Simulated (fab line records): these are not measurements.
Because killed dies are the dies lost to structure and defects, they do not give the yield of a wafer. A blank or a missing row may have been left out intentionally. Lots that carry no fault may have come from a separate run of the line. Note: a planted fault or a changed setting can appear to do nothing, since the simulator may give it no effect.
Which tool was responsible? ; flow nand_harc ; 18 wafers from 6 lots sampled at 3 of the route's 1159 steps

== WHAT THE GAUGES READ, wafer by wafer ==
NHARC_A_ONON_D1_THK_MEAS_30: measures by ellipsometry.
lot;measured;on;thk_nm (nm)
L913;day 8 11:01;film_metro-01;999 999 998
L916;day 9 09:19;film_metro-01;995 993 993
L918;day 10 01:53;film_metro-02;993 992 993
L925;day 11 07:55;film_metro-01;994 994 994
L929;day 12 08:12;film_metro-01;994 994 995
L932;day 13 07:14;film_metro-01;647 646 646

== WHAT TOOL EACH LOT RAN ON (gives the tool, then ch and the chambers of the sampled wafers, and finally the start) ==
lot;NHARC_P_BONDPAD_ACTIVATE_29;NHARC_A_ONON_D1_DEP_28
L913;rie_diel-08 ch 1,3, day 6 23:16;pecvd_onon-02 ch 0, day 8 10:34
L916;rie_diel-04 ch 1,2,3, day 7 20:17;pecvd_onon-03 ch 0, day 9 08:49
L918;rie_diel-08 ch 0,1, day 8 12:52;pecvd_onon-03 ch 0, day 10 01:25
L925;rie_diel-08 ch 0,1,2, day 9 14:10;pecvd_onon-01 ch 0, day 11 07:28
L929;rie_diel-02 ch 0,1,3, day 10 22:33;pecvd_onon-03 ch 0, day 12 07:41
L932;rie_diel-08 ch 1,2, day 11 17:20;pecvd_onon-03 ch 0, day 13 06:51
- NHARC_P_BONDPAD_ACTIVATE_29: chemistry N2, time 60 s.
- NHARC_A_ONON_D1_DEP_28: target thk 1000 nm.

== THE ANSWER, worked out from the rows above alone ==
Rule: the usual values come from the lots themselves. The widest of any qualifying gaps counts: lots, ordered by their means at a reading, are off when they make up no more than a third of the lots, leave a main group of 4 or more, and stand apart from it by 3 or more times the standard deviation of that group's means. If all means in a main group match to the digits the tables above print for the reading, that group is not used. Also off: a lot with no number at a reading for which 4 or more lots have one. Any other lot the step has rows for is counted as sound.
Off at NHARC_A_ONON_D1_THK_MEAS_30 (thk_nm): L932. The main group: mean 995 nm, standard deviation 2.1.
If a tool, at a process step before that reading, ran all the lots that are off and no sound lot after the first of them, it fits. Gauges at NHARC_A_ONON_D1_THK_MEAS_30: tried the same way as those tools. Can't be told from this: 3 tools fit, rie_diel-08 at NHARC_P_BONDPAD_ACTIVATE_29, pecvd_onon-03 at NHARC_A_ONON_D1_DEP_28, film_metro-01 at NHARC_A_ONON_D1_THK_MEAS_30.

== WHAT WAS PUT IN BY THE SIMULATOR ==
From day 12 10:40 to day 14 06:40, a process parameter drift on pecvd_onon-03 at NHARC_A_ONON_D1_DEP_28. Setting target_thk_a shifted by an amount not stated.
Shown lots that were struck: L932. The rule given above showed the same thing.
